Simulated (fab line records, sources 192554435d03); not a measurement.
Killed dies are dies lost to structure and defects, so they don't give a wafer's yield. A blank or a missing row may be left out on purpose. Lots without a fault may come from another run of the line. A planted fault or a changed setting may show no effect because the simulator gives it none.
A struck lot beside a sound one | flow n5_finfet | 18 steps out of a route of 1938
Sound: wafers L895.1, L895.4, L895.6. Struck: wafers L901.1, L901.4, L901.5. The cause comes at the end.
At each step with rows: each side's tool, then ch and its chambers, then its first start. Under that, the readings that differ: sound wafers | struck wafers | difference of the means | sigmas: that difference in standard deviations of wafers without a fault.
alike: readings whose means differ by less than 2 such deviations, and words and numbers that are the same on both sides. not compared: withheld readings, readings that some wafer has no value for, bounds like >300 that may hide the same value, and numbers for which the record gives no deviation and whose values overlap.
The two part at a step that has a row with sigmas, a row that says differs or no value, or rows on one side only. Numbers that don't overlap but have no deviation are shown without sigmas and don't part them. A reading that every wafer of one side lacks parts them only if that side has two wafers or more.

N5_ILD0_THK_MEAS_08:
  sound on film_metro-01, day 3 13:08; struck on film_metro-01, day 5 00:46
  alike: thk_nm
then, 1 step without rows for these wafers: N5_ILD0_PRECLEAN_10 (cleans in NF3:NH3, afs cycles 5, time 20 s, sublimation time 60 s).
N5_ILD0_ALD_15: deposits SiNx, target thk 24 nm, pulse time 1 s, ald cycles 480.
  sound on ald_sin-03 ch 1,2, day 3 13:52; struck on ald_sin-03 ch 0,1,3, day 5 02:32
  alike: heater_power_outer_w, heater_power_w, precursor_pulse_height_rel
N5_ILD0_CMP_12: polishes SiNx, stops on poly-Si, t overpolish 6 s, target thk 17.67 nm.
  sound on cmp-04 ch 0,3, day 3 16:04; struck on cmp-03 ch 1,3, day 5 04:44
  reading             | sound       | struck         | difference | sigmas
  motor_current_A (A) | 8.2 7.1 7.2 | 10.4 10.0 10.9 | +2.9       | +3
  alike: overpolish_run_s, slurry_filter_dp_kPa, time_to_endpoint_s
N5_ILD0_THK_MEAS_13:
  sound on film_metro-01, day 3 16:21; struck on film_metro-01, day 5 05:01
  alike: thk_nm
N5_ILD0_INSPECT_06: inspects for defects (darkfield).
  sound on defect_inspect-01, day 3 16:23; struck on defect_inspect-02, day 5 05:03
  alike: raw_defect_count
N5_SDB_HM_DEP_00: deposits SiNx from SiH4/NH3/N2, target thk 40 nm, time 35.3 s.
  sound on pecvd-04 ch 0,1,2, day 3 16:25; struck on pecvd-03 ch 0,1, day 5 05:05
  alike: heater_power_outer_w, heater_power_w, showerhead_plenum_p_Torr, throttle_valve_pct
then, 5 steps without rows for these wafers: N5_SDB_COAT_03 (time 60 s, resist thk 100 nm); N5_SDB_COAT_04 (time 60 s, resist thk 18 nm); N5_SDB_COAT_05 (resist thk 90 nm); N5_SDB_EBR_07; N5_SDB_SOFTBAKE_06 (time 60 s).
N5_SDB_EXPOSE_08: exposes mask SDB.
  sound on arfi_scanner-01 ch 0, day 3 16:44; struck on arfi_scanner-01 ch 0, day 5 05:17
  reading              | sound             | struck            | difference | sigmas
  exposure_dose_mJ_cm2 | 49.59 49.52 49.53 | 47.40 47.38 47.38 | -2.16      | -40
  alike: mask, reticle_temp_C
then, 2 steps without rows for these wafers: N5_SDB_PEB_09 (peb time 60 s); N5_SDB_DEVELOP_10 (develop time 30 s).
N5_SDB_CD_MEAS_11: target cd 50 nm.
  sound on cd_sem-03 ch 0, day 3 16:52; struck on cd_sem-03 ch 0, day 5 05:25
  reading    | sound          | struck         | difference | sigmas
  cd_nm (nm) | 49.9 50.0 48.2 | 46.4 44.6 44.9 | -4.1       | -4
N5_SDB_OVL_MEAS_12:
  sound on overlay-01 ch 0, day 3 16:54; struck on overlay-02 ch 0, day 5 05:26
  alike: SDB_OVL
-- the record jumps here: 9 days lie between the struck wafers' starts before and after (it left off in module SDB and takes up again in module PASSIVATION, whose first step shown is number 1936 of the route) --
N5_PASSIVATION_PROBE_49:
  sound on prober-01, day 12 18:16; struck on prober-01, day 13 21:04
  reading         | sound | struck   | difference | sigmas
  killed_at_M4_up | 8 6 5 | 23 17 17 | +13        | +3
  alike: killed_at_M0_to_M3, killed_at_contacts, killed_at_front_end, killed_at_other, killed_dies, killed_on_rim, killed_open, killed_short

WHERE THEY PART
First at N5_ILD0_CMP_12; last, within this record, at N5_PASSIVATION_PROBE_49.

WHY: what the simulator had put in
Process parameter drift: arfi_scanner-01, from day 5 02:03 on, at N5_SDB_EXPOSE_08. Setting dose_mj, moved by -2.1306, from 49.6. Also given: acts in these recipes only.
